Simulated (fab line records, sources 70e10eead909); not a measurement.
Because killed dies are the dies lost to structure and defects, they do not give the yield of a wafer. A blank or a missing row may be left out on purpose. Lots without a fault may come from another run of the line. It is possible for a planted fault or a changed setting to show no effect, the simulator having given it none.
Chamber matching + flow nand harc + 4 sister chambers for NHARC_A_CONTACT_ETCH_90 on rie diel-03
The step etches the open film in CH3F/O2, target depth 40 nm, time 85.7 s. 22 wafers are shown with their chamber, then 11 later ones without.

== EACH WAFER AND ITS CHAMBER ==
| wafer  | chamber | showerhead plenum p Torr (Torr) | drypump motor current A (A) | rf vpp V (V) |
|--------|---------|---------------------------------|-----------------------------|--------------|
| L075.1 | 2       | 2.30                            | 6.0                         | 242.6        |
| L075.3 | 3       | 2.58                            | 6.2                         | 247.1        |
| L075.6 | 2       | 2.30                            | 6.0                         | 242.4        |
| L078.4 | 2       | 2.30                            | 6.0                         | 242.3        |
| L078.5 | 0       | 2.31                            | 5.7                         | 243.0        |
| L078.6 | 3       | 2.58                            | 6.2                         | 246.1        |
| L080.1 | 0       | 2.31                            | 5.8                         | 243.6        |
| L080.4 | 1       | 2.59                            | 6.4                         | 247.3        |
| L080.6 | 1       | 2.59                            | 6.4                         | 245.1        |
| L081.1 | 0       | 2.31                            | 5.7                         | 243.6        |
| L081.3 | 3       | 2.58                            | 6.2                         | 244.6        |
| L081.6 | 2       | 2.29                            | 6.0                         | 243.7        |
| L083.1 | 3       | 2.58                            | 6.2                         | 244.7        |
| L083.5 | 0       | 2.30                            | 5.7                         | 241.7        |
| L083.6 | 3       | 2.58                            | 6.1                         | 245.5        |
| L085.2 | 1       | 2.59                            | 6.3                         | 246.2        |
| L085.4 | 2       | 2.29                            | 6.0                         | 241.1        |
| L085.5 | 1       | 2.59                            | 6.3                         | 247.1        |
| L091.1 | 0       | 2.30                            | 5.7                         | 241.1        |
| L091.2 | 2       | 2.29                            | 6.0                         | 241.9        |
| L091.5 | 3       | 2.57                            | 6.2                         | 247.2        |
| L090.1 | 3       | 2.57                            | 6.1                         | 245.9        |

SIGNATURES (means of the wafers above)
| reading                  | chamber 0 | chamber 1 | chamber 2 | chamber 3 | scatter within a chamber |
|--------------------------|-----------|-----------|-----------|-----------|--------------------------|
| showerhead plenum p Torr | 2.3060    | 2.5900    | 2.2950    | 2.5771    | 0.00479                  |
| drypump motor current A  | 5.720     | 6.350     | 6.000     | 6.171     | 0.0424                   |
| rf vpp V                 | 242.600   | 246.425   | 242.333   | 245.871   | 1.01                     |
Rule: for each reading, subtract the chamber's mean from the wafer's reading, divide by that reading's scatter and square the result; add these up over the readings and take the root, which gives the wafer's distance from the chamber. The wafer belongs to the nearest chamber; if the next one is less than 2 further off, it can't be placed. How the scatter is found: for the shown wafers, subtract from each reading the mean of its chamber, square and add these, divide the total by (wafers less chambers), then take the root.

== WAFERS WHOSE CHAMBER IS MISSING ==
| wafer  | showerhead plenum p Torr (Torr) | drypump motor current A (A) | rf vpp V (V) |
|--------|---------------------------------|-----------------------------|--------------|
| L090.3 | 2.58                            | 6.4                         | 246.7        |
| L090.5 | 2.29                            | 5.9                         | 241.1        |
| L092.1 | 2.57                            | 6.2                         | 245.6        |
| L092.2 | 2.29                            | 6.0                         | 242.5        |
| L092.4 | 2.58                            | 6.4                         | 245.5        |
| L095.1 | 2.58                            | 6.4                         | 244.6        |
| L095.2 | 2.29                            | 6.0                         | 241.2        |
| L095.5 | 2.30                            | 5.7                         | 242.7        |
| L096.1 | 2.28                            | 6.0                         | 240.8        |
| L096.3 | 2.57                            | 6.2                         | 246.5        |
| L096.6 | 2.28                            | 6.0                         | 242.0        |

== WHICH CHAMBER EACH WENT THROUGH ==
| wafer  | from the rows above | in truth |
|--------|---------------------|----------|
| L090.3 | 1                   | 1        |
| L090.5 | 2                   | 2        |
| L092.1 | 3                   | 3        |
| L092.2 | 2                   | 2        |
| L092.4 | 1                   | 1        |
| L095.1 | 1                   | 1        |
| L095.2 | 2                   | 2        |
| L095.5 | 0                   | 0        |
| L096.1 | 2                   | 2        |
| L096.3 | 3                   | 3        |
| L096.6 | 2                   | 2        |
Correct placement for 11 of the 11. Can't be placed from these rows: 0. Wrongly placed: 0.
